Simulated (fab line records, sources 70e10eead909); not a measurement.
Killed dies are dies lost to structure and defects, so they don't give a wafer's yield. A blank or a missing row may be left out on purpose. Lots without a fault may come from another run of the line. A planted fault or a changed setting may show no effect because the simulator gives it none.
Chamber matching | flow nand_harc | NHARC_A_CONTACT_ALD_18 on ald_metal-01: 4 sister chambers
The step deposits TiN, target thk 3 nm, pulse time 1 s, ald cycles 150. 8 wafers are shown with their chamber, then 7 later ones without.

WAFERS WITH THEIR CHAMBER
wafer  | chamber | heater_power_w (W) | precursor_pulse_height_rel
L078.1 | 2       | 985                | 0.986
L078.6 | 2       | 1004               | 0.991
L079.1 | 1       | 1187               | 0.995
L089.1 | 3       | 1166               | 0.973
L089.4 | 0       | 1016               | 0.981
L089.6 | 1       | 1221               | 1.002
L092.1 | 3       | 1196               | 1.006
L092.3 | 0       | 996                | 1.022

WAFERS WITHOUT THEIR CHAMBER
wafer  | heater_power_w (W) | precursor_pulse_height_rel
L092.6 | 1224               | 1.008
L095.1 | 1202               | 1.044
L095.2 | 955                | 1.007
L095.3 | 999                | 1.007
L097.1 | 969                | 1.014
L097.4 | 1173               | 1.010
L097.5 | 1158               | 0.963

WHICH CHAMBER EACH WENT THROUGH
wafer  | from the rows above     | in truth
L092.6 | can't be placed: 1 or 3 | 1
L095.1 | can't be placed: 1 or 3 | 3
L095.2 | can't be placed: 2 or 0 | 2
L095.3 | can't be placed: 0 or 2 | 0
L097.1 | can't be placed: 2 or 0 | 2
L097.4 | can't be placed: 3 or 1 | 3
L097.5 | can't be placed: 3 or 1 | 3
Placed correctly: 0 of 7. Can't be placed from these rows: 7 (the true chamber is among the candidates in 7). Placed wrongly: 0.
How it was worked out, from the rows above alone: a wafer's distance from a chamber is the root of the sum, over the readings, of the square of ((its reading less the chamber's mean) divided by the reading's scatter). The wafer belongs to the nearest chamber; if the next one is less than 2 further off, it can't be placed. A chamber's mean is the mean of its shown wafers. The scatter: the root of (the sum of the squares of (reading less its chamber's mean) over the shown wafers, divided by (wafers less chambers)).
